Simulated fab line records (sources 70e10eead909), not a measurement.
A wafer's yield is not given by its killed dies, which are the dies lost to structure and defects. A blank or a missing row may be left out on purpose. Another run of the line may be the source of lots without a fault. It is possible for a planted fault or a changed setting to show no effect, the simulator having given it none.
A lot that was struck, set against a sound lot / flow nand harc / 15 steps out of a route of 1302
Sound: the wafers L192.1, L192.3, L192.4. Struck: wafer L197.1. (L197.6 of the same lot was not struck and is left out.) The cause comes at the end.
For every step that has rows: the tool of each side, followed by ch and its chambers, followed by its first start. Under that, the readings that differ: sound wafers / struck wafers / difference of the means / sigmas: that difference in standard deviations of wafers without a fault.
alike: same words and numbers on both sides, and readings whose means sit less than 2 such deviations apart. not compared: any withheld reading, any reading some wafer has no value for, any bound like >300 that may hide the same value, and any number with overlapping values for which the record gives no deviation.
A row with sigmas, a row that says differs or no value, or rows on one side alone: a step with any of these is where the two part. Non-overlapping numbers with no deviation appear without sigmas and do not part them. A reading that every wafer of one side lacks parts them only if that side has two wafers or more.

first, 6 steps without rows for these wafers: NHARC_A_DECK1_JOINT_CVD_34 (deposits SiNx, target thk 20 nm); NHARC_A_DECK1_JOINT_DEP_06 (deposits SiOx, target thk 80 nm); NHARC_A_DECK1_JOINT_CURE_26 (time 32 s); NHARC_A_DECK1_JOINT_ANNEAL_27 (time 3600 s); NHARC_A_DECK1_JOINT_ANNEAL_28 (time 1800 s); NHARC_A_DECK1_JOINT_ANNEAL_29 (time 1800 s).
NHARC_A_DECK1_JOINT_CMP_02: polishes SiOx.
  sound on cmp-01 ch 0,1,2, day 13 00:25; struck on cmp-01 ch 0, day 16 07:52
  alike: motor current A, slurry filter dp kPa
then, 1 step without rows for these wafers: NHARC_A_DECK1_JOINT_SRD_15.
NHARC_A_DECK1_JOINT_DEP_16: deposits SiO2, target thk 45 nm.
  sound on pecvd-04 ch 0,1, day 13 00:50; struck on pecvd-02 ch 1, day 16 08:11
  alike: heater power w, throttle valve pct
NHARC_A_DECK1_JOINT_THK_MEAS_17: measures by ellipsometry.
  sound: film metro-01 at day 13 01:05; struck: film metro-01 at day 16 08:28
  alike: thk nm
NHARC_A_DECK1_JOINT_INSPECT_05:
  sound: defect inspect-01 at day 13 01:08; struck: defect inspect-02 at day 16 08:30
  alike: raw defect count
NHARC_A_ONON_D2_DEP_00: target thk 1000 nm.
  sound on pecvd onon-02 ch 0, day 13 01:11; struck on pecvd onon-03 ch 0, day 16 08:34
NHARC_A_ONON_D2_THK_MEAS_02: measures by ellipsometry.
  sound: film metro-01 at day 13 01:42; struck: film metro-02 at day 16 09:04
reading=thk nm (nm); sound=1006 1004 1005; struck=1456; difference=+451; sigmas=+49
then, 2 steps without rows for these wafers: NHARC_A_ONON_D2_DEP_03 (target thk 1000 nm); NHARC_END_SORT_01.

WHERE THEY PART
At NHARC_A_ONON_D2_THK_MEAS_02 and nowhere else, as far as this record goes.

WHY: what the simulator had put in
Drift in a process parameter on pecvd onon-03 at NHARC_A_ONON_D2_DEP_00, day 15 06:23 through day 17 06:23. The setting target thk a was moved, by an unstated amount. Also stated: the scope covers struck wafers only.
